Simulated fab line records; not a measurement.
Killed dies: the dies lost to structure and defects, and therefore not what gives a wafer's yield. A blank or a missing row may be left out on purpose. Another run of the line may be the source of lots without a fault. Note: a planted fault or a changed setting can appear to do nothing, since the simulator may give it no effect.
Chamber matching / flow n5-finfet / N5_BEOL_M3_CO_CAP_55 on cvd-co-02 has 3 sister chambers
The step material Co, precursor CCTBA/H2, target thk 2 nm, time 102.1 s. 3 wafers are shown with their chamber, then 12 later ones without.

== WAFERS PAIRED WITH THEIR CHAMBERS ==
wafer=L092.1; chamber=2; heater-power-w (W)=251
wafer=L093.2; chamber=1; heater-power-w (W)=232
wafer=L093.5; chamber=0; heater-power-w (W)=225

== WAFERS WITH NO CHAMBER GIVEN ==
wafer=L094.1; heater-power-w (W)=218
wafer=L094.2; heater-power-w (W)=250
wafer=L094.4; heater-power-w (W)=232
wafer=L095.1; heater-power-w (W)=231
wafer=L095.3; heater-power-w (W)=251
wafer=L095.6; heater-power-w (W)=255
wafer=L097.1; heater-power-w (W)=251
wafer=L097.4; heater-power-w (W)=235
wafer=L097.6; heater-power-w (W)=248
wafer=L096.2; heater-power-w (W)=232
wafer=L096.5; heater-power-w (W)=216
wafer=L096.6; heater-power-w (W)=232

== WHICH CHAMBER EACH ONE RAN IN ==
wafer=L094.1; from the rows above=can't be placed: 0 or 1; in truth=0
wafer=L094.2; from the rows above=2; in truth=2
wafer=L094.4; from the rows above=can't be placed: 1 or 0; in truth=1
wafer=L095.1; from the rows above=can't be placed: 1 or 0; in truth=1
wafer=L095.3; from the rows above=2; in truth=2
wafer=L095.6; from the rows above=2; in truth=2
wafer=L097.1; from the rows above=2; in truth=2
wafer=L097.4; from the rows above=can't be placed: 1 or 0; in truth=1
wafer=L097.6; from the rows above=2; in truth=2
wafer=L096.2; from the rows above=can't be placed: 1 or 0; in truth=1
wafer=L096.5; from the rows above=can't be placed: 0 or 1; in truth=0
wafer=L096.6; from the rows above=can't be placed: 1 or 0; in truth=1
Placed correctly: 5 of 12. These rows do not allow placing 7 (true chamber among the candidates in 7). Number placed wrongly: 0.
How it was worked out, from the rows above alone: a wafer's distance from a chamber is the root of the sum, over the readings, of the square of ((its reading less the chamber's mean) divided by the reading's scatter). If the next closest chamber is less than 2 further off than the closest, the wafer can't be placed; otherwise it belongs to the closest. Each chamber's mean is taken over the wafers shown for it. The scatter: with one shown wafer a chamber, the root of the mean of the squares of how far each hidden wafer lies from its nearest shown one.
